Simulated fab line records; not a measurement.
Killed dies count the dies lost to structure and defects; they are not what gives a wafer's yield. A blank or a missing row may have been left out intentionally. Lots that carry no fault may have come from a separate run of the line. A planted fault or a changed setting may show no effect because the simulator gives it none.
Which tool is to blame?	flow nand-harc	10 lots with 30 wafers sampled at 5 steps, on a route of 1159 steps

== WHAT THE GAUGES SHOWED, per wafer ==
NHARC_END_SORT_01.
lot	measured	on	killed-at-array
L930	day 22 03:17	prober-01	40 27 675
L929	day 22 11:33	prober-02	24 43 676
L935	day 24 01:08	prober-02	12 13 11

== WHICH TOOL RAN EACH LOT (tool, then ch and the chambers of the sampled wafers, then the start) ==
lot	NHARC_A_SGD_CUT_STRIP_28	NHARC_A_SLIT_ETCH_24	NHARC_A_SLIT_ETCH_15	NHARC_A_SLIT_ETCH_29
L919	rie-diel-06 ch 1,2,3, day 14 04:18 or earlier	rie-diel-13 ch 0,1,3, day 14 04:18	rie-diel-13 ch 1,2,3, day 14 04:23	rie-diel-13 ch 1,2,3, day 14 15:16
L922	rie-diel-11 ch 1,2,3, day 15 10:16	rie-diel-12 ch 0,2, day 15 15:54	rie-diel-12 ch 0,2, day 15 16:15	rie-diel-04 ch 0,2,3, day 15 22:37
L930	rie-diel-11 ch 0,1,3, day 17 06:41 or earlier	rie-diel-13 ch 0,1,3, day 17 06:41	rie-diel-13 ch 0,1,2, day 17 06:50	rie-diel-12 ch 1,3, day 17 09:28
L929	rie-diel-06 ch 0,2,3, day 17 19:02 or earlier	rie-diel-13 ch 0,2,3, day 17 19:02	rie-diel-13 ch 0,2,3, day 17 19:07	rie-diel-12 ch 0,2,3, day 17 22:32
L936	rie-diel-06 ch 1,2, day 18 11:42 or earlier	rie-diel-04 ch 1,2,3, day 18 11:42	rie-diel-04 ch 1,2, day 18 11:50	rie-diel-12 ch 0,1, day 18 14:29
L935	rie-diel-09 ch 0,1,2, day 18 13:41 or earlier	rie-diel-04 ch 1,2, day 18 13:41	rie-diel-04 ch 1,3, day 18 13:47	rie-diel-04 ch 0,1,3, day 18 17:14
L937	rie-diel-11 ch 0,1, day 18 19:12 or earlier	rie-diel-12 ch 0,1,3, day 18 19:12	rie-diel-12 ch 0,1,2, day 18 19:24	rie-diel-04 ch 1,2,3, day 18 21:59
L938	rie-diel-11 ch 1,2, day 19 11:38 or earlier	rie-diel-12 ch 0,1,2, day 19 11:38	rie-diel-12 ch 1,2,3, day 19 11:46	rie-diel-12 ch 2,3, day 19 17:38
L940	rie-diel-11 ch 0,3, day 19 22:41 or earlier	rie-diel-04 ch 0,2, day 19 22:41	rie-diel-04 ch 0,2,3, day 19 22:50	rie-diel-04 ch 0,2,3, day 20 01:28
L941	rie-diel-09 ch 1,2, day 19 23:14 or earlier	rie-diel-12 ch 0,1, day 19 23:14	rie-diel-12 ch 0,2,3, day 19 23:20	rie-diel-12 ch 1,2,3, day 20 03:08
- NHARC_A_SGD_CUT_STRIP_28: strips in O2, time 20 s.
- NHARC_A_SLIT_ETCH_24: etches the open film in CF4/CHF3, target depth 121 nm, time 60.5 s.
- NHARC_A_SLIT_ETCH_15: etches the open film in O2/COS, target depth 3200 nm, time 832 s.
- NHARC_A_SLIT_ETCH_29: etches the open film in CF4/O2, target depth 100 nm, overetch 10 nm, time 55 s.

== THE ANSWER, worked out from the rows above alone ==
Rule: usual is defined by the lots themselves. The widest of any qualifying gaps counts: lots, ordered by their means at a reading, are off when they make up no more than a third of the lots, leave a main group of 4 or more, and stand apart from it by 3 or more times the standard deviation of that group's means. Not used: any main group whose means are identical at the precision the tables above print for the reading. Also off: a lot with no number at a reading for which 4 or more lots have one. Where the step has rows for the other lots, those lots are counted as sound.
Nothing can be told from this: no lot is off at any reading shown.

== WHAT HAD BEEN PUT IN BY THE SIMULATOR ==
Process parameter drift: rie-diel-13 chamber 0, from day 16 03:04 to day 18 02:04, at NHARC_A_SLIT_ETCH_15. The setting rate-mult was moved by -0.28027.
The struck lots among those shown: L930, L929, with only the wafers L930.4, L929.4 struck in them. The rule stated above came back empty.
